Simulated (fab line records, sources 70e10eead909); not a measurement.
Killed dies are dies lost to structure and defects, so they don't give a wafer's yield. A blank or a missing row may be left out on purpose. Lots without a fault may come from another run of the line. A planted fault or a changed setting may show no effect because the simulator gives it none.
A struck lot beside a sound one | flow nand_harc | 40 steps out of a route of 1302
Sound: wafers L606.1, L606.4, L606.5. Struck: wafers L612.1, L612.6. (L612.2 of the same lot was not struck and is left out.) The cause comes at the end.
At each step with rows: each side's tool, then ch and its chambers, then its first start. Under that, the readings that differ: sound wafers | struck wafers | difference of the means | sigmas: that difference in standard deviations of wafers without a fault.
alike: readings whose means differ by less than 2 such deviations, and words and numbers that are the same on both sides. not compared: withheld readings, readings that some wafer has no value for, bounds like >300 that may hide the same value, and numbers for which the record gives no deviation and whose values overlap.
The two part at a step that has a row with sigmas, a row that says differs or no value, or rows on one side only. Numbers that don't overlap but have no deviation are shown without sigmas and don't part them. A reading that every wafer of one side lacks parts them only if that side has two wafers or more.

NHARC_A_BONDPAD_THK_MEAS_20: measures by xrf.
  sound on film_metro-01, day 25 21:11; struck on film_metro-02, day 29 00:06
  alike: thk_nm
then, 1 step without rows for these wafers: NHARC_A_BONDPAD_SRD_21 (time 30 s, dry time 20 s).
NHARC_A_BONDPAD_INSPECT_23:
  sound on defect_inspect-02, day 25 21:23; struck on defect_inspect-01, day 29 00:19
  alike: raw_defect_count
then, 5 steps without rows for these wafers: NHARC_HYBRID_BOND_ACTIVATE_00 (chemistry N2, time 60 s); NHARC_HYBRID_BOND_PRECLEAN_01 (cleans in DIW, time 300 s); NHARC_HYBRID_BOND_SRD_02 (time 30 s, dry time 20 s); NHARC_HYBRID_BOND_BOND_03; NHARC_HYBRID_BOND_ANNEAL_04 (time 7200 s).
NHARC_HYBRID_BOND_OVL_MEAS_05:
  sound on overlay-02, day 26 07:06; struck on overlay-02, day 29 11:34
  alike: overlay_x_nm, overlay_y_nm
NHARC_HYBRID_BOND_INSPECT_06: inspects for defects (ir void).
  sound on defect_inspect-02, day 26 07:09; struck on defect_inspect-01, day 29 11:37
  alike: raw_defect_count
NHARC_THIN_TSV_GRIND_00:
  sound on grinder-01 ch 0, day 26 07:18; struck on grinder-01 ch 0, day 29 11:46
  alike: motor_current_A
then, 13 steps without rows for these wafers: NHARC_THIN_TSV_CMP_01 (polishes); NHARC_THIN_TSV_SRD_03; NHARC_THIN_TSV_PRECLEAN_41 (cleans in SC1); NHARC_THIN_TSV_SRD_42; NHARC_THIN_TSV_DEP_43 (deposits SiO2, target thk 1328.5 nm); NHARC_THIN_TSV_DEHYDRATE_04 (time 120 s); NHARC_THIN_TSV_HMDS_05 (time 30 s); NHARC_THIN_TSV_COAT_06; NHARC_THIN_TSV_SOFTBAKE_07 (time 95 s); NHARC_THIN_TSV_EBR_08; NHARC_THIN_TSV_EXPOSE_09 (exposes mask TSV); NHARC_THIN_TSV_PEB_10 (peb time 85 s); NHARC_THIN_TSV_DEVELOP_11 (time 70 s).
NHARC_THIN_TSV_CD_MEAS_12: target cd 1000 nm.
  sound on cd_sem-03 ch 0, day 26 09:50; struck on cd_sem-02 ch 0, day 29 14:20
  alike: cd_nm
then, 4 steps without rows for these wafers: NHARC_THIN_TSV_HARDBAKE_13 (time 80 s); NHARC_THIN_TSV_DESCUM_14 (chemistry O2, time 3 s); NHARC_THIN_TSV_ETCH_44 (etches the open film in CF4/O2, target depth 1594.2 nm, time 797.1 s); NHARC_THIN_TSV_ETCH_15 (target depth 3000 nm, bosch target overetch cycles 2, bosch etch step 2.8 s).
NHARC_THIN_TSV_CD_MEAS_16:
  sound on cd_sem-01, day 26 10:55; struck on cd_sem-01, day 29 15:17
  alike: cd_nm
then, 2 steps without rows for these wafers: NHARC_THIN_TSV_STRIP_45 (strips in O2); NHARC_THIN_TSV_STRIP_46 (strips in post etch residue remover, time 1200 s).
NHARC_THIN_TSV_DEP_47: deposits SiO2, target thk 200 nm.
  sound on pecvd-04 ch 1,2, day 26 11:53; struck on pecvd-03 ch 0,2, day 29 16:19
  alike: mfc_precursor_sccm, throttle_valve_pct
NHARC_THIN_TSV_ETCHBACK_48: etches the open film in C4F8/Ar, target depth 1028.5 nm, time 405.17 s.
  sound on rie_diel-06 ch 0,3, day 26 12:11; struck on rie_diel-11 ch 1,2, day 29 16:43
  reading               | sound          | struck    | difference | sigmas
  oes_product_au (a.u.) | 0.90 0.93 0.91 | 1.00 0.97 | +0.07      | +2
  alike: rf_vpp_V
  not compared: rf_hours_counter_h
NHARC_THIN_TSV_STRIP_62: strips in N2/H2, time 20 s.
  sound on plasma_asher-02 ch 0,1, day 26 12:33; struck on plasma_asher-01 ch 0, day 29 17:04
  alike: drypump_motor_current_A, heater_power_w
  not compared: rf_hours_counter_h
then, 1 step without rows for these wafers: NHARC_THIN_TSV_DEGAS_49 (time 120 s).
NHARC_THIN_TSV_PRE_CLEAN_50: time 30 s.
  sound on pvd_sputter-02; struck on pvd_sputter-03
  alike: heater_power_w, susceptor_temp_C
NHARC_THIN_TSV_PVD_19: deposits TaN, target thk 20 nm.
  sound on pvd_sputter-02; struck on pvd_sputter-03
  alike: throttle_valve_pct
then, 1 step without rows for these wafers: NHARC_THIN_TSV_PVD_51 (deposits Cu, target thk 100 nm).
NHARC_END_SORT_01:
  the record has rows for the struck wafers here (prober-01 ch 0, day 30 06:00) and none for the sound ones

WHERE THEY PART
First at NHARC_THIN_TSV_ETCHBACK_48; last, within this record, at NHARC_END_SORT_01.

WHY: what the simulator had put in
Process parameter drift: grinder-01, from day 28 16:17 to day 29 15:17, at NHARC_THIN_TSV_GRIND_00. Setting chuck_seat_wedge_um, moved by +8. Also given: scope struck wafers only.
